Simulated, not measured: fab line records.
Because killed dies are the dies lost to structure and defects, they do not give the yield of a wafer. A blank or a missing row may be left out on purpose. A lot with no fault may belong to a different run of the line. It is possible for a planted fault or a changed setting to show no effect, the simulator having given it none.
Chamber matching || flow n5-finfet || 4 sister chambers for N5_PMOS_HMC_CHANNEL_EPI_DESCUM_14 on rie-diel-02
The step chemistry O2, time 7.9 s. 16 wafers are shown with their chamber, then 8 later ones without.

WAFERS WITH THEIR CHAMBER
{"wafer": "L078.1", "chamber": 0, "showerhead-plenum-p-Torr (Torr)": 2.19, "throttle-valve-pct (%)": 20.79, "oes-product-au (a.u.)": 0.71}
{"wafer": "L078.3", "chamber": 2, "showerhead-plenum-p-Torr (Torr)": 2.19, "throttle-valve-pct (%)": 20.54, "oes-product-au (a.u.)": 0.78}
{"wafer": "L078.6", "chamber": 2, "showerhead-plenum-p-Torr (Torr)": 2.19, "throttle-valve-pct (%)": 20.51, "oes-product-au (a.u.)": 0.79}
{"wafer": "L079.1", "chamber": 0, "showerhead-plenum-p-Torr (Torr)": 2.19, "throttle-valve-pct (%)": 20.80, "oes-product-au (a.u.)": 0.72}
{"wafer": "L079.3", "chamber": 2, "showerhead-plenum-p-Torr (Torr)": 2.19, "throttle-valve-pct (%)": 20.53, "oes-product-au (a.u.)": 0.79}
{"wafer": "L079.6", "chamber": 0, "showerhead-plenum-p-Torr (Torr)": 2.19, "throttle-valve-pct (%)": 20.82, "oes-product-au (a.u.)": 0.71}
{"wafer": "L080.1", "chamber": 3, "showerhead-plenum-p-Torr (Torr)": 2.10, "throttle-valve-pct (%)": 20.97, "oes-product-au (a.u.)": 0.72}
{"wafer": "L080.3", "chamber": 1, "showerhead-plenum-p-Torr (Torr)": 2.03, "throttle-valve-pct (%)": 20.78, "oes-product-au (a.u.)": 0.75}
{"wafer": "L080.5", "chamber": 2, "showerhead-plenum-p-Torr (Torr)": 2.19, "throttle-valve-pct (%)": 20.53, "oes-product-au (a.u.)": 0.78}
{"wafer": "L084.2", "chamber": 2, "showerhead-plenum-p-Torr (Torr)": 2.19, "throttle-valve-pct (%)": 20.54, "oes-product-au (a.u.)": 0.79}
{"wafer": "L084.3", "chamber": 0, "showerhead-plenum-p-Torr (Torr)": 2.18, "throttle-valve-pct (%)": 20.82, "oes-product-au (a.u.)": 0.70}
{"wafer": "L084.5", "chamber": 0, "showerhead-plenum-p-Torr (Torr)": 2.18, "throttle-valve-pct (%)": 20.81, "oes-product-au (a.u.)": 0.70}
{"wafer": "L088.1", "chamber": 0, "showerhead-plenum-p-Torr (Torr)": 2.18, "throttle-valve-pct (%)": 20.84, "oes-product-au (a.u.)": 0.70}
{"wafer": "L088.3", "chamber": 1, "showerhead-plenum-p-Torr (Torr)": 2.03, "throttle-valve-pct (%)": 20.80, "oes-product-au (a.u.)": 0.73}
{"wafer": "L088.5", "chamber": 1, "showerhead-plenum-p-Torr (Torr)": 2.03, "throttle-valve-pct (%)": 20.79, "oes-product-au (a.u.)": 0.74}
{"wafer": "L089.4", "chamber": 2, "showerhead-plenum-p-Torr (Torr)": 2.19, "throttle-valve-pct (%)": 20.56, "oes-product-au (a.u.)": 0.76}

SIGNATURES, as means of the wafers listed above
{"reading": "showerhead-plenum-p-Torr", "chamber 0": 2.1850, "chamber 1": 2.0300, "chamber 2": 2.1900, "chamber 3": 2.1000, "scatter within a chamber": 0.00354}
{"reading": "throttle-valve-pct", "chamber 0": 20.8133, "chamber 1": 20.7900, "chamber 2": 20.5350, "chamber 3": 20.9700, "scatter within a chamber": 0.016}
{"reading": "oes-product-au", "chamber 0": 0.7067, "chamber 1": 0.7400, "chamber 2": 0.7817, "chamber 3": 0.7200, "scatter within a chamber": 0.0101}
Rule: for a wafer and a chamber, the distance is found by dividing, reading by reading, the gap between the wafer's reading and the chamber's mean by the reading's scatter, squaring, summing and taking the root. If the next closest chamber is less than 2 further off than the closest, the wafer can't be placed; otherwise it belongs to the closest. The scatter is the square root of a quotient: the sum, over the shown wafers, of each reading's squared deviation from its chamber's mean, divided by wafers minus chambers.

WAFERS WITH NO CHAMBER GIVEN
{"wafer": "L089.5", "showerhead-plenum-p-Torr (Torr)": 2.19, "throttle-valve-pct (%)": 20.57, "oes-product-au (a.u.)": 0.77}
{"wafer": "L089.6", "showerhead-plenum-p-Torr (Torr)": 2.09, "throttle-valve-pct (%)": 21.00, "oes-product-au (a.u.)": 0.71}
{"wafer": "L090.1", "showerhead-plenum-p-Torr (Torr)": 2.19, "throttle-valve-pct (%)": 20.54, "oes-product-au (a.u.)": 0.77}
{"wafer": "L090.2", "showerhead-plenum-p-Torr (Torr)": 2.03, "throttle-valve-pct (%)": 20.80, "oes-product-au (a.u.)": 0.73}
{"wafer": "L090.5", "showerhead-plenum-p-Torr (Torr)": 2.18, "throttle-valve-pct (%)": 20.84, "oes-product-au (a.u.)": 0.70}
{"wafer": "L093.2", "showerhead-plenum-p-Torr (Torr)": 2.09, "throttle-valve-pct (%)": 21.00, "oes-product-au (a.u.)": 0.70}
{"wafer": "L093.4", "showerhead-plenum-p-Torr (Torr)": 2.03, "throttle-valve-pct (%)": 20.80, "oes-product-au (a.u.)": 0.73}
{"wafer": "L093.5", "showerhead-plenum-p-Torr (Torr)": 2.18, "throttle-valve-pct (%)": 20.85, "oes-product-au (a.u.)": 0.70}

WHICH CHAMBER EACH WENT THROUGH
{"wafer": "L089.5", "from the rows above": 2, "in truth": 2}
{"wafer": "L089.6", "from the rows above": 3, "in truth": 3}
{"wafer": "L090.1", "from the rows above": 2, "in truth": 2}
{"wafer": "L090.2", "from the rows above": 1, "in truth": 1}
{"wafer": "L090.5", "from the rows above": 0, "in truth": 0}
{"wafer": "L093.2", "from the rows above": 3, "in truth": 3}
{"wafer": "L093.4", "from the rows above": 1, "in truth": 1}
{"wafer": "L093.5", "from the rows above": 0, "in truth": 0}
Placed correctly: 8 of 8. From these rows, 0 cannot be placed. Placed wrongly: 0.
